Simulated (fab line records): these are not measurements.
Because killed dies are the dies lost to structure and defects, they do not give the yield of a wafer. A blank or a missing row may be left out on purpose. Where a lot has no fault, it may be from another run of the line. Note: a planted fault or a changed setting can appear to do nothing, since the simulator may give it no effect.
Chamber matching -- flow nandHarc -- NHARC_A_STAIRCASE_TRIM_229 on rieDiel-02: 4 sister chambers
The step chemistry O2, time 211.2 s. 24 wafers are shown with their chamber, then 12 later ones without.

WAFERS PAIRED WITH THEIR CHAMBERS
wafer,chamber,showerheadPlenumPTorr (Torr),drypumpMotorCurrentA (A),rfVppV (V)
L075.2,0,3.75,5.7,58.8
L075.3,2,3.42,6.1,57.1
L075.4,3,3.78,6.6,58.8
L076.1,0,3.74,5.8,57.0
L076.3,3,3.78,6.6,59.7
L076.4,2,3.42,6.1,58.3
L081.2,2,3.41,6.1,56.7
L081.3,1,3.53,6.1,58.5
L081.6,3,3.78,6.6,57.6
L083.1,3,3.77,6.6,57.3
L083.3,0,3.73,5.8,58.8
L083.5,1,3.52,6.2,57.8
L085.2,3,3.77,6.6,58.1
L085.3,2,3.41,6.1,57.8
L085.6,3,3.77,6.6,59.8
L089.3,1,3.51,6.2,56.0
L089.5,1,3.51,6.2,57.3
L089.6,2,3.40,6.0,59.4
L090.1,2,3.40,6.0,57.5
L090.2,0,3.72,5.7,59.1
L090.4,1,3.51,6.2,57.4
L088.1,2,3.40,6.0,57.1
L088.3,1,3.51,6.1,57.8
L088.5,1,3.51,6.1,57.2

SIGNATURES (averages over the wafers above)
reading,chamber 0,chamber 1,chamber 2,chamber 3,scatter within a chamber
showerheadPlenumPTorr,3.7350,3.5143,3.4086,3.7750,0.00868
drypumpMotorCurrentA,5.750,6.157,6.057,6.600,0.0471
rfVppV,58.425,57.429,57.700,58.550,0.92
Rule: distance of a wafer from a chamber = root of the sum over the readings of ((wafer's reading minus chamber's mean) / reading's scatter) squared. If the next closest chamber is less than 2 further off than the closest, the wafer can't be placed; otherwise it belongs to the closest. How the scatter is found: for the shown wafers, subtract from each reading the mean of its chamber, square and add these, divide the total by (wafers less chambers), then take the root.

WAFERS MISSING THEIR CHAMBER
wafer,showerheadPlenumPTorr (Torr),drypumpMotorCurrentA (A),rfVppV (V)
L092.4,3.76,6.6,59.4
L092.5,3.51,6.1,57.6
L092.6,3.39,6.0,58.0
L093.1,3.71,5.8,58.7
L093.4,3.39,6.0,57.9
L093.5,3.50,6.1,57.6
L095.2,3.39,6.0,57.8
L095.4,3.75,6.6,58.4
L095.6,3.75,6.6,58.4
L095.1,3.71,5.7,58.0
L095.3,3.50,6.2,56.2
L095.5,3.39,6.0,58.0

EACH ONE'S CHAMBER
wafer,from the rows above,in truth
L092.4,3,3
L092.5,1,1
L092.6,2,2
L093.1,0,0
L093.4,2,2
L093.5,1,1
L095.2,2,2
L095.4,3,3
L095.6,3,3
L095.1,0,0
L095.3,1,1
L095.5,2,2
Placed correctly: 12 of 12. Left unplaced by these rows: 0. 0 placed wrongly.
